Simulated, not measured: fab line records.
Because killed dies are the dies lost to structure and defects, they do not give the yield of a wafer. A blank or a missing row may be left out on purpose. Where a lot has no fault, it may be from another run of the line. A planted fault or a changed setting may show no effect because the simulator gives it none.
Matching of chambers -- flow nand harc -- NHARC_P_BONDPAD_CMP_32 on cmp-04 has 4 sister chambers
The step polishes SiCN, target thk 200 nm. 18 wafers are shown with their chamber, then 9 later ones without.

== WAFERS WITH THEIR CHAMBER ==
wafer,chamber,motor current A (A)
L074.1,2,11.8
L074.2,0,13.8
L074.3,3,12.7
L076.1,0,13.8
L076.4,3,11.7
L076.5,0,13.1
L078.1,3,11.9
L078.2,0,12.7
L078.3,2,12.1
L080.1,3,11.9
L080.2,2,12.3
L080.6,2,12.4
L085.1,2,12.1
L085.4,1,13.0
L085.5,0,12.6
L087.1,3,11.6
L087.2,1,12.4
L087.4,2,12.1

SIGNATURES (averages over the wafers above)
reading,chamber 0,chamber 1,chamber 2,chamber 3,scatter within a chamber
motor current A,13.200,12.700,12.133,11.960,0.421
Rule: a wafer's distance from a chamber is the root of the sum, over the readings, of the square of ((its reading less the chamber's mean) divided by the reading's scatter). If the next closest chamber is less than 2 further off than the closest, the wafer can't be placed; otherwise it belongs to the closest. How the scatter is found: for the shown wafers, subtract from each reading the mean of its chamber, square and add these, divide the total by (wafers less chambers), then take the root.

== WAFERS WITH NO CHAMBER GIVEN ==
wafer,motor current A (A)
L088.2,12.0
L088.4,13.1
L088.5,11.5
L090.1,13.8
L090.3,12.1
L090.6,12.1
L095.1,12.4
L095.2,12.4
L095.5,13.0

== EACH ONE'S CHAMBER ==
wafer,from the rows above,in truth
L088.2,can't be placed: 3 or 2 or 1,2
L088.4,can't be placed: 0 or 1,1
L088.5,can't be placed: 3 or 2 or 1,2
L090.1,can't be placed: 0 or 1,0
L090.3,can't be placed: 2 or 3 or 1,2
L090.6,can't be placed: 2 or 3 or 1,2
L095.1,can't be placed: 2 or 1 or 3 or 0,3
L095.2,can't be placed: 2 or 1 or 3 or 0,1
L095.5,can't be placed: 0 or 1 or 2 or 3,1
0 of 9 placed correctly. From these rows, 9 cannot be placed; in 9 the true chamber is one of the candidates. 0 placed wrongly.
